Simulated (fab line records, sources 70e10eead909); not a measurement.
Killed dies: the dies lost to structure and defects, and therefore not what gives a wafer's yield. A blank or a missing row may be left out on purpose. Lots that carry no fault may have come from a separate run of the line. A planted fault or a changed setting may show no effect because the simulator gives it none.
Matching of chambers + flow nand harc + NHARC_A_STAIRCASE_TRIM_229 on rie diel-01: 4 sister chambers
The step chemistry O2, time 211.2 s. 8 wafers are shown with their chamber, then 7 later ones without.

== EACH WAFER AND ITS CHAMBER ==
| wafer  | chamber | drypump motor current A (A) | showerhead plenum p Torr (Torr) |
|--------|---------|-----------------------------|---------------------------------|
| L493.6 | 3       | 4.9                         | 3.36                            |
| L495.2 | 3       | 4.9                         | 3.36                            |
| L495.4 | 1       | 6.7                         | 3.57                            |
| L500.1 | 1       | 6.8                         | 3.56                            |
| L500.4 | 0       | 5.5                         | 3.52                            |
| L500.6 | 2       | 5.7                         | 3.50                            |
| L505.2 | 0       | 5.5                         | 3.51                            |
| L505.3 | 2       | 5.7                         | 3.50                            |

== WAFERS WITH NO CHAMBER GIVEN ==
| wafer  | drypump motor current A (A) | showerhead plenum p Torr (Torr) |
|--------|-----------------------------|---------------------------------|
| L505.5 | 6.7                         | 3.56                            |
| L512.1 | 6.7                         | 3.54                            |
| L512.2 | 5.5                         | 3.50                            |
| L512.4 | 5.7                         | 3.48                            |
| L516.3 | 4.9                         | 3.33                            |
| L516.5 | 5.7                         | 3.48                            |
| L516.6 | 6.7                         | 3.53                            |

== WHICH CHAMBER EACH ONE RAN IN ==
| wafer  | from the rows above | in truth |
|--------|---------------------|----------|
| L505.5 | 1                   | 1        |
| L512.1 | 1                   | 1        |
| L512.2 | 0                   | 0        |
| L512.4 | 2                   | 2        |
| L516.3 | 3                   | 3        |
| L516.5 | 2                   | 2        |
| L516.6 | 1                   | 1        |
7 of 7 placed correctly. Number that these rows cannot place: 0. Number placed wrongly: 0.
How it was worked out, from the rows above alone: a wafer's distance from a chamber is the root of the sum, over the readings, of the square of ((its reading less the chamber's mean) divided by the reading's scatter). If the next closest chamber is less than 2 further off than the closest, the wafer can't be placed; otherwise it belongs to the closest. For every chamber, the mean is computed from those of its wafers that are shown. The scatter: the root of (the sum of the squares of (reading less its chamber's mean) over the shown wafers, divided by (wafers less chambers)).
